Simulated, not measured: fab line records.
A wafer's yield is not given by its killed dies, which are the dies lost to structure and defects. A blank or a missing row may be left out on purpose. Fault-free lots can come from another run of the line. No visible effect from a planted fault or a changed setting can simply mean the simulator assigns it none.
fab line records    flow n5Finfet
[record] lots = 11  wafers = 33  lastDay = 17
route steps=1938 shown BEOL_M11@1586 BEOL_M12@1612 PASSIVATION@1936
lots that met no fault: from a run of the same line without faults
startH: start of the lot's first displayed wafer, in hours after the record's first day    waitH: how many hours have passed since the lot's step before this one    " unchanged from the row above    L1.1+2: one row covering several wafers at once    - either no value or no given start    * or withheld: withheld    < > ~ a bound
route shown NAME@n: names a module that has steps shown in the file, with the first one's number in the route    usual: average and standard deviation across the fault-free wafers    same: alike in all rows    chamber/n: place in a boat    sites: each site's reading    _std_site: the values' standard deviation    _edge_site: mean of outer sites minus mean of inner sites    radiusMm: for every site, how far away it sits from the centre of the wafer    mask NAME#n: copy n    behind: the tool/chamber that last shaped the wafer    hold: the reason the lot was held/the length of the hold in hours/how it ended    device: names the non-switching transistor (n, p or np)    end of line: the tests these same wafers got at the end of their route    a step with no rows: only its recipe    killed: the dies lost at the first sort to structure and to defects; this is not the yield of the wafer    map: shows each die of a wafer: x if killed, . if not, _ if none is there
set.NAME: the setting the step ran with; set.NAME@STEP: the setting that earlier step ran with    model.NAME: the simulator's own value behind a step, which no gauge read
the route's steps for a sample of lots (tables are steps, rows are wafers)
services: from which hour (startH, from the record's first day; less than 0 if before it) a tool's chamber was out of use, for how many hours, and why
[[steps]]
[step N5_BEOL_M11_CD_MEAS_35]
[recipe] targetCdNm = 70  polarity = opening
[usual] cdNm = 70.1/0.51
lot.wafer  tool      chamber  startH  waitH  cdNm
L508.1     cdSem-01  -        245.09  0.0    69.8
L508.4     "         -        "       "      69.8
L508.6     "         -        "       "      69.5
L505.3     cdSem-02  -        249.49  0.0    69.5
L505.5     "         -        "       "      69.6
L505.6     "         -        "       "      69.4
L507.1     cdSem-01  -        249.95  0.0    70.5
L507.4     "         -        "       "      70.7
L507.5     "         -        "       "      70.8
L509.3     cdSem-03  -        267.76  0.0    70.3
L509.4     "         -        "       "      70.2
L509.5     "         -        "       "      69.9
L511.1     cdSem-03  -        273.99  0.0    70.4
L511.4     "         -        "       "      71.2
L511.6     "         -        "       "      70.5
L514.3     cdSem-03  -        295.18  0.0    70.2
L514.5     "         -        "       "      70.6
L514.6     "         -        "       "      69.3
L515.1     cdSem-01  -        302.90  0.0    69.7
L515.5     "         -        "       "      69.0
L515.6     "         -        "       "      69.8
L521.2     cdSem-01  -        346.88  0.0    70.6
L521.4     "         -        "       "      70.1
L521.5     "         -        "       "      70.7
L524.2     cdSem-03  -        360.15  0.0    70.8
L524.4     "         -        "       "      70.1
L524.5     "         -        "       "      69.6
L525.1     cdSem-03  -        366.09  0.0    70.8
L525.3     "         -        "       "      70.5
L525.6     "         -        "       "      70.8
L526.3     cdSem-03  -        372.17  0.0    69.6
L526.4     "         -        "       "      70.8
L526.6     "         -        "       "      70.1
[step N5_BEOL_M11_SPUTTER_48]
[recipe] material = Cu  targetThkA = 120  tempC = -20  biasV = 60  powerW = 26000  chamberPressurePa = 0.13  timeS = 2
[usual] chamberPressurePa = 0.12997/0.00026  throttleValvePct = 30.2/0.97
lot.wafer  tool           chamber  startH  waitH  chamberPressurePa  throttleValvePct
L508.1     pvdSputter-03  -        246.43  0.1    0.12983            28.7
L508.4     "              -        "       "      0.13009            30.5
L508.6     "              -        "       "      0.13029            30.1
L505.3     pvdSputter-02  -        250.98  0.1    0.13044            31.3
L505.5     "              -        "       "      0.13033            30.3
L505.6     "              -        "       "      0.12999            29.2
L507.1     pvdSputter-03  -        251.97  0.1    0.13054            30.3
L507.4     "              -        "       "      0.12956            30.8
L507.5     "              -        "       "      0.13055            30.6
L509.3     pvdSputter-02  -        270.37  1.3    0.1301             29.5
L509.4     "              -        "       "      0.13004            31.2
L509.5     "              -        "       "      0.13002            31.2
L511.1     pvdSputter-03  -        276.25  0.2    0.13004            30.3
L511.4     "              -        "       "      0.13023            28.3
L511.6     "              -        "       "      0.13025            30.9
L514.3     pvdSputter-01  -        296.88  0.1    0.12967            31.3
L514.5     "              -        "       "      0.12988            31.6
L514.6     "              -        "       "      0.12992            30.9
L515.1     pvdSputter-01  -        304.24  0.1    0.12999            30.4
L515.5     "              -        "       "      0.13               29.1
L515.6     "              -        "       "      0.13007            31.7
L521.2     pvdSputter-01  -        348.55  0.7    0.12996            30.4
L521.4     "              -        "       "      0.12986            31.7
L521.5     "              -        "       "      0.13021            30.2
L524.2     pvdSputter-01  -        361.94  0.5    0.13               29.1
L524.4     "              -        "       "      0.13               30.5
L524.5     "              -        "       "      0.13003            30.3
L525.1     pvdSputter-02  -        369.71  0.1    0.12946            31.5
L525.3     "              -        "       "      0.12919            30.1
L525.6     "              -        "       "      0.12981            29.6
L526.3     pvdSputter-02  -        374.47  0.1    0.12998            31.2
L526.4     "              -        "       "      0.12994            30.3
L526.6     "              -        "       "      0.12965            30.1
[step N5_BEOL_M11_PRE_CLEAN_55]
[recipe] gas = NH3  timeS = 15  tempC = withheld  rfPowerW = 300
lot.wafer   tool      chamber  startH  waitH
L508.1+4+6  pecvd-04  1,1,0    247.29  0.0
L505.3+5+6  pecvd-01  2,0,2    252.09  0.0
L507.1+4+5  pecvd-04  1,1,0    253.45  0.0
L509.3+4+5  pecvd-04  0,2,1    271.23  0.0
L511.1+4+6  pecvd-04  1,0,1    277.55  0.0
L514.3+5+6  pecvd-04  1,0,1    297.74  0.0
L515.1+5+6  pecvd-04  0,2,1    305.46  0.0
L521.2+4+5  pecvd-02  1,2,0    349.53  0.0
L524.2+4+5  pecvd-04  1,1,0    363.05  0.0
L525.1+3+6  pecvd-04  0,2,2    370.57  0.0
L526.3+4+6  pecvd-01  2,2,0    375.33  0.0
[step N5_BEOL_M11_INSPECT_58]
[recipe] inspectInstrument = darkfield  mode = postDep
[usual] rawDefectCount = 75/24
lot.wafer  tool              chamber  startH  waitH  rawDefectCount
L508.1     defectInspect-01  -        247.40  0.0    65
L508.4     "                 -        "       "      67
L508.6     "                 -        "       "      63
L505.3     defectInspect-01  -        252.20  0.0    66
L505.5     "                 -        "       "      41
L505.6     "                 -        "       "      28
L507.1     defectInspect-01  -        253.57  0.0    80
L507.4     "                 -        "       "      115
L507.5     "                 -        "       "      70
L509.3     defectInspect-01  -        271.59  0.3    73
L509.4     "                 -        "       "      70
L509.5     "                 -        "       "      67
L511.1     defectInspect-01  -        277.67  0.0    118
L511.4     "                 -        "       "      55
L511.6     "                 -        "       "      79
L514.3     defectInspect-01  -        297.86  0.0    56
L514.5     "                 -        "       "      636
L514.6     "                 -        "       "      101
L515.1     defectInspect-01  -        305.57  0.0    680
L515.5     "                 -        "       "      81
L515.6     "                 -        "       "      80
L521.2     defectInspect-02  -        349.65  0.0    80
L521.4     "                 -        "       "      44
L521.5     "                 -        "       "      42
L524.2     defectInspect-02  -        363.17  0.0    57
L524.4     "                 -        "       "      59
L524.5     "                 -        "       "      53
L525.1     defectInspect-01  -        370.68  0.0    75
L525.3     "                 -        "       "      72
L525.6     "                 -        "       "      102
L526.3     defectInspect-02  -        375.44  0.0    139
L526.4     "                 -        "       "      112
L526.6     "                 -        "       "      118
[step N5_BEOL_M12_CD_MEAS_10]
[recipe] targetCdNm = 140  landingEnergyEv = 500  detector = seInlens  polarity = opening
[usual] cdNm = 140.3/1.5
lot.wafer  tool      chamber  startH  waitH  cdNm
L508.1     cdSem-02  0        248.06  -      138.4
L508.4     "         0        "       "      140.0
L508.6     "         0        "       "      140.7
L505.3     cdSem-03  0        252.80  -      140.5
L505.5     "         0        "       "      140.8
L505.6     "         0        "       "      140.6
L507.1     cdSem-01  0        254.04  -      139.0
L507.4     "         0        "       "      138.1
L507.5     "         0        "       "      137.3
L509.3     cdSem-01  0        272.19  -      140.9
L509.4     "         0        "       "      140.4
L509.5     "         0        "       "      141.9
L511.1     cdSem-02  0        278.27  -      140.7
L511.4     "         0        "       "      142.1
L511.6     "         0        "       "      142.6
L514.3     cdSem-03  0        298.33  -      137.8
L514.5     "         0        "       "      137.0
L514.6     "         0        "       "      137.5
L515.1     cdSem-02  0        306.04  -      140.0
L515.5     "         0        "       "      139.8
L515.6     "         0        "       "      141.6
L521.2     cdSem-03  0        350.30  -      140.1
L521.4     "         0        "       "      137.8
L521.5     "         0        "       "      139.3
L524.2     cdSem-03  0        363.77  -      140.5
L524.4     "         0        "       "      143.5
L524.5     "         0        "       "      143.0
L525.1     cdSem-03  0        371.17  -      138.2
L525.3     "         0        "       "      139.6
L525.6     "         0        "       "      138.9
L526.3     cdSem-01  0        376.04  -      143.3
L526.4     "         0        "       "      143.3
L526.6     "         0        "       "      142.3
[step N5_BEOL_M12_INSPECT_12]
[recipe] mode = adi  inspectInstrument = macro
[usual] rawDefectCount = 2.1/1.3
lot.wafer  tool              chamber  startH  waitH  rawDefectCount
L508.1     defectInspect-01  -        248.12  0.0    3
L508.4     "                 -        "       "      2
L508.6     "                 -        "       "      1
L505.3     defectInspect-01  -        252.93  0.1    2
L505.5     "                 -        "       "      2
L505.6     "                 -        "       "      1
L507.1     defectInspect-01  -        254.09  0.0    2
L507.4     "                 -        "       "      1
L507.5     "                 -        "       "      2
L509.3     defectInspect-01  -        272.24  0.0    3
L509.4     "                 -        "       "      1
L509.5     "                 -        "       "      2
L511.1     defectInspect-02  -        278.32  0.0    3
L511.4     "                 -        "       "      1
L511.6     "                 -        "       "      2
L514.3     defectInspect-01  -        298.38  0.0    1
L514.5     "                 -        "       "      >300
L514.6     "                 -        "       "      3
L515.1     defectInspect-02  -        306.10  0.0    >300
L515.5     "                 -        "       "      1
L515.6     "                 -        "       "      2
L521.2     defectInspect-01  -        350.35  0.0    3
L521.4     "                 -        "       "      0
L521.5     "                 -        "       "      2
L524.2     defectInspect-01  -        363.82  0.0    4
L524.4     "                 -        "       "      2
L524.5     "                 -        "       "      1
L525.1     defectInspect-02  -        371.22  0.0    2
L525.3     "                 -        "       "      1
L525.6     "                 -        "       "      3
L526.3     defectInspect-01  -        376.09  0.0    3
L526.4     "                 -        "       "      1
L526.6     "                 -        "       "      3
[step N5_PASSIVATION_PROBE_49]
[usual] defectLimitedYield = 91.3/1.4  killed_at_M0_to_M3 = 34/10  killed_at_M4_up = 13/4.8  killedAtContacts = 12/6.1  killedAtFrontEnd = 40/11  killedAtOther = 3.7/2.8  killedDies = 103/16  killedOnRim = 13/3.6  killedOpen = 67/12  killedShort = 34/7.4  sort_bin_5_function = 5.1/0.95  sort_bin_6_memory = 3.2/0.62  sortNPass = 1077/16  sortYieldPct = 91.3/1.4
[same] grossDies = 1180  killedAtBackSide = 0  sort_bin_4_leakage[%] = 0  sort_bin_8_speed[%] = 0
lot.wafer  tool       chamber  startH  waitH  defectLimitedYield[%]  killed_at_M0_to_M3  killed_at_M4_up  killedAtContacts  killedAtFrontEnd  killedAtOther  killedDies  killedOnRim  killedOpen  killedShort  sort_bin_5_function[%]  sort_bin_6_memory[%]  sortNPass  sortYieldPct[%]
L505.3     prober-02  -        288.49  0.1    90.8                   32                  14               21                34                8              109         16           77          32           5.8                     3.1                   1071       90.8
L505.5     prober-02  -        288.59  0.2    91.4                   21                  28               10                42                1              102         11           76          26           5.9                     2.3                   1078       91.4
L505.6     prober-02  -        288.64  0.3    93.3                   30                  11               7                 28                3              79          11           46          32           3.6                     2.7                   1101       93.3
L507.1     prober-01  -        289.41  0.0    91.0                   29                  18               26                30                3              106         11           76          30           4.9                     3.8                   1074       91.0
L507.4     prober-01  -        289.56  0.2    93.2                   24                  13               15                27                1              80          5            56          24           3.4                     3.1                   1100       93.2
L507.5     prober-01  -        289.61  0.2    92.5                   30                  18               9                 31                1              89          17           64          25           4.6                     2.7                   1091       92.5
L509.3     prober-01  -        307.24  0.1    91.4                   28                  12               14                46                2              102         18           66          36           5.1                     3.5                   1078       91.4
L509.4     prober-01  -        307.29  0.2    90.5                   33                  24               9                 44                2              112         15           81          30           5.6                     3.7                   1068       90.5
L509.5     prober-01  -        307.34  0.2    92.2                   22                  7                11                52                0              92          13           59          32           4.6                     3.0                   1088       92.2
L514.3     prober-02  -        337.36  0.1    90.7                   37                  15               9                 43                6              110         15           68          37           4.6                     4.2                   1070       90.7
L514.5     prober-02  -        337.46  0.2    80.6                   36                  133              9                 49                2              229         14           75          26           11.4                    5.6                   951        80.6
L514.6     prober-02  -        337.51  0.3    93.1                   27                  11               1                 38                4              81          10           57          21           3.8                     2.6                   1099       93.1
L515.1     prober-01  -        342.79  0.0    80.4                   26                  140              11                46                8              231         11           62          38           11.9                    4.6                   949        80.4
L515.5     prober-01  -        342.99  0.2    93.0                   35                  11               3                 25                9              83          14           49          32           4.4                     2.5                   1097       93.0
L515.6     prober-01  -        343.04  0.3    90.7                   25                  11               13                53                8              110         18           77          32           5.5                     3.6                   1070       90.7
// killed by level:class
L505.3 MOL_CONTACT_COAG:geometricParticle:open=20 BEOL_M0_SAQP:geometricParticle:short=8 STI_FIN_REVEAL:geometricParticle:open=7 BEOL_M1:geometricParticle:open=7 BEOL_M2:geometricParticle:open=7 FIN_SAQP:geometricParticle:open=6 BEOL_M4:geometricParticle:open=6 BEOL_M3:geometricParticle:open=5
L505.5 BEOL_M4:geometricParticle:open=20 FIN_SAQP:geometricParticle:open=12 STI_FIN_REVEAL:geometricParticle:open=9 MOL_CONTACT_COAG:geometricParticle:open=9 FIN_SAQP:geometricParticle:short=7 BEOL_M0_SAQP:geometricParticle:short=5 BEOL_M2:geometricParticle:open=5 BEOL_M4:geometricParticle:short=4
L505.6 FIN_SAQP:geometricParticle:short=8 BEOL_M2:geometricParticle:open=7 BEOL_M0_SAQP:geometricParticle:short=6 FIN_SAQP:geometricParticle:open=5 MOL_CONTACT_COAG:geometricParticle:open=5 BEOL_M0_SAQP:geometricParticle:open=5 BEOL_M3:geometricParticle:open=5 BEOL_M1:geometricParticle:open=4
L507.1 MOL_CONTACT_COAG:geometricParticle:open=20 BEOL_M4:geometricParticle:open=7 STI_FIN_REVEAL:geometricParticle:open=6 MOL_CONTACT_COAG:geometricParticle:short=6 BEOL_M2:geometricParticle:open=6 DUMMY_GATE:geometricParticle:open=5 BEOL_M3:geometricParticle:short=5 BEOL_M0_SAQP:geometricParticle:short=4
L507.4 MOL_CONTACT_COAG:geometricParticle:open=12 FIN_SAQP:geometricParticle:open=8 BEOL_M1:geometricParticle:open=7 BEOL_M4:geometricParticle:open=5 BEOL_M3:geometricParticle:short=4 STI_FIN_REVEAL:geometricParticle:open=3 MOL_CONTACT_COAG:geometricParticle:short=3 BEOL_M0:geometricParticle:open=3
L507.5 BEOL_M4:geometricParticle:open=9 BEOL_M0_SAQP:geometricParticle:open=8 STI_FIN_REVEAL:geometricParticle:open=7 MOL_CONTACT_COAG:geometricParticle:open=7 BEOL_M2:geometricParticle:open=6 BEOL_M0_SAQP:geometricParticle:short=5 FIN_SAQP:geometricParticle:short=3 DUMMY_GATE:geometricParticle:open=3
L509.3 STI_FIN_REVEAL:geometricParticle:open=11 BEOL_M1:geometricParticle:open=9 MOL_CONTACT_COAG:geometricParticle:open=8 BEOL_M4:geometricParticle:open=7 FIN_SAQP:geometricParticle:short=6 MOL_CONTACT_COAG:geometricParticle:short=6 BEOL_M0:geometricParticle:open=6 FIN_SAQP:geometricParticle:open=5
L509.4 BEOL_M4:geometricParticle:open=11 MOL_CONTACT_COAG:geometricParticle:open=9 BEOL_M2:geometricParticle:open=9 BEOL_M0:geometricParticle:open=8 FIN_SAQP:geometricParticle:open=6 FIN_SAQP:geometricParticle:short=5 ILD0:geometricParticle:short=5 BEOL_M0_SAQP:geometricParticle:short=5
L509.5 STI_FIN_REVEAL:geometricParticle:open=15 FIN_SAQP:geometricParticle:open=10 FIN_SAQP:geometricParticle:short=9 MOL_CONTACT_COAG:geometricParticle:open=9 BEOL_M1:geometricParticle:open=5 GATE_CUT:geometricParticle:open=5 BEOL_M0_SAQP:geometricParticle:short=5 BEOL_M1:geometricParticle:short=5
L514.3 FIN_SAQP:geometricParticle:short=11 FIN_SAQP:geometricParticle:open=9 BEOL_M2:geometricParticle:open=9 MOL_CONTACT_COAG:geometricParticle:open=8 BEOL_M1:geometricParticle:open=6 BEOL_M4:geometricParticle:open=6 BEOL_M0_SAQP:geometricParticle:short=5 STI_FIN_REVEAL:geometricParticle:open=4
L514.5 BEOL_M11:unspecified=126 STI_FIN_REVEAL:geometricParticle:open=18 FIN_SAQP:geometricParticle:open=9 BEOL_M0_SAQP:geometricParticle:open=9 BEOL_M2:geometricParticle:open=8 MOL_CONTACT_COAG:geometricParticle:open=7 BEOL_M1:geometricParticle:open=6 GATE_CUT:geometricParticle:open=5
L514.6 STI_FIN_REVEAL:geometricParticle:open=8 FIN_SAQP:geometricParticle:open=7 BEOL_M2:geometricParticle:open=6 BEOL_M0:geometricParticle:open=5 BEOL_M1:geometricParticle:open=5 GATE_CUT:geometricParticle:short=4 BEOL_M0_SAQP:geometricParticle:open=4 BEOL_M4:geometricParticle:open=4
L515.1 BEOL_M11:unspecified=129 STI_FIN_REVEAL:geometricParticle:open=15 FIN_SAQP:geometricParticle:short=10 FIN_SAQP:geometricParticle:open=10 BEOL_M0_SAQP:geometricParticle:short=10 BEOL_M0_SAQP:geometricParticle:open=9 BEOL_M4:geometricParticle:open=8 MOL_CONTACT_COAG:geometricParticle:open=6
L515.5 BEOL_M0_SAQP:geometricParticle:open=10 FIN_SAQP:geometricParticle:open=7 BEOL_M0_SAQP:geometricParticle:short=6 BEOL_M2:geometricParticle:short=6 GATE_CUT:geometricParticle:short=4 BEOL_M2:geometricParticle:open=4 BEOL_M3:geometricParticle:short=4 BEOL_M4:geometricParticle:open=4
L515.6 FIN_SAQP:geometricParticle:open=14 FIN_SAQP:geometricParticle:short=14 STI_FIN_REVEAL:geometricParticle:open=14 MOL_CONTACT_COAG:geometricParticle:open=12 BEOL_M0_SAQP:geometricParticle:open=8 BEOL_M0_SAQP:geometricParticle:short=6 BEOL_M7:geometricParticle:open=5 BEOL_M1:geometricParticle:open=4
[[services]]
tool           chamber  startH  hours  kind
pecvd-01       2        240.38  2.1    scheduledDown
pecvd-02       2        273.24  6.8    repair
pecvd-01       1        289.93  18.0   repair
pecvd-01       0        293.05  6.1    repair
pvdSputter-01  -        300.26  1.2    repair
pecvd-01       2        315.64  3.9    repair
pecvd-01       -        318.23  0.4    repair
pecvd-01       2        320.63  5.5    scheduledDown
pvdSputter-01  -        330.77  4.0    repair
[[key]]
[firstSign] step = N5_BEOL_M11_INSPECT_58  reading = rawDefectCount  direction = up  sigmas = 24  usual = 75  struck = 658
[effect] step = N5_BEOL_M12_INSPECT_12  reading = rawDefectCount  direction = up  sigmas = 99+  usual = 2.1  struck = >300
[effect] step = N5_PASSIVATION_PROBE_49  reading = killed_at_M4_up  direction = up  sigmas = 26  usual = 13  struck = 136
[moreKillsBornAt] N5_BEOL_M11_PRE_CLEAN_55@pecvd-04 = 255
metAt N5_BEOL_M11_PRE_CLEAN_55
struckLots L514,L515
struckWafers L514.5,L515.1
notActingAt N5_BEOL_M11_CD_MEAS_35,N5_BEOL_M11_SPUTTER_48,N5_BEOL_M12_CD_MEAS_10
onsetBetween 277.55 297.74
[fault] kind = chamberParticleSource  tool = pecvd-04  chamber = 0  onsetH = 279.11  steps = N5_BEOL_M11_PRE_CLEAN_55  ratePerVisitCm2 = 0.90538  endH = 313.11
